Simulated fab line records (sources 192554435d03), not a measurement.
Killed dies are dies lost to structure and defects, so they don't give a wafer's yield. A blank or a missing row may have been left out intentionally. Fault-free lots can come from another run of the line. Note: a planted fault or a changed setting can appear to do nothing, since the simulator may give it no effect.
Chamber matching | flow n5_finfet | N5_MOL_CONTACT_COAG_ALD_133 on ald_sin-02 has 4 sister chambers
The step deposits SiO2, target thk 5 nm, pulse time 1 s, co reactant pulse time 1 s. 8 wafers are shown with their chamber, then 12 later ones without.

## WAFERS PAIRED WITH THEIR CHAMBERS
wafer  | chamber | heater_power_w (W) | precursor_pulse_height_rel
L082.1 | 3       | 77                 | 1.002
L083.1 | 3       | 79                 | 1.016
L085.2 | 1       | 88                 | 1.003
L085.4 | 0       | 66                 | 1.025
L085.6 | 2       | 69                 | 1.014
L086.1 | 0       | 64                 | 0.991
L086.2 | 1       | 86                 | 1.030
L086.4 | 2       | 70                 | 0.982

## WAFERS WITHOUT THEIR CHAMBER
wafer  | heater_power_w (W) | precursor_pulse_height_rel
L087.1 | 64                 | 0.991
L087.3 | 76                 | 0.980
L087.6 | 86                 | 0.977
L090.1 | 86                 | 0.973
L090.2 | 68                 | 1.021
L090.3 | 65                 | 1.034
L091.1 | 80                 | 1.018
L091.2 | 68                 | 1.007
L091.6 | 80                 | 1.000
L092.4 | 87                 | 1.024
L092.5 | 77                 | 1.000
L092.6 | 63                 | 0.985

## THE CHAMBER EACH PASSED THROUGH
wafer  | from the rows above     | in truth
L087.1 | 0                       | 0
L087.3 | 3                       | 3
L087.6 | 1                       | 1
L090.1 | 1                       | 1
L090.2 | can't be placed: 2 or 0 | 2
L090.3 | 0                       | 0
L091.1 | 3                       | 3
L091.2 | can't be placed: 2 or 0 | 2
L091.6 | 3                       | 3
L092.4 | 1                       | 1
L092.5 | 3                       | 3
L092.6 | 0                       | 0
Correct placement for 10 of the 12. Unplaceable from these rows: 2, with the true chamber sitting among the candidates in 2. Wrongly placed: 0.
How it was worked out, from the rows above alone: a wafer's distance from a chamber is the root of the sum, over the readings, of the square of ((its reading less the chamber's mean) divided by the reading's scatter). If the next closest chamber is less than 2 further off than the closest, the wafer can't be placed; otherwise it belongs to the closest. The mean given for a chamber averages the wafers shown for that chamber. The scatter: the root of (the sum of the squares of (reading less its chamber's mean) over the shown wafers, divided by (wafers less chambers)).
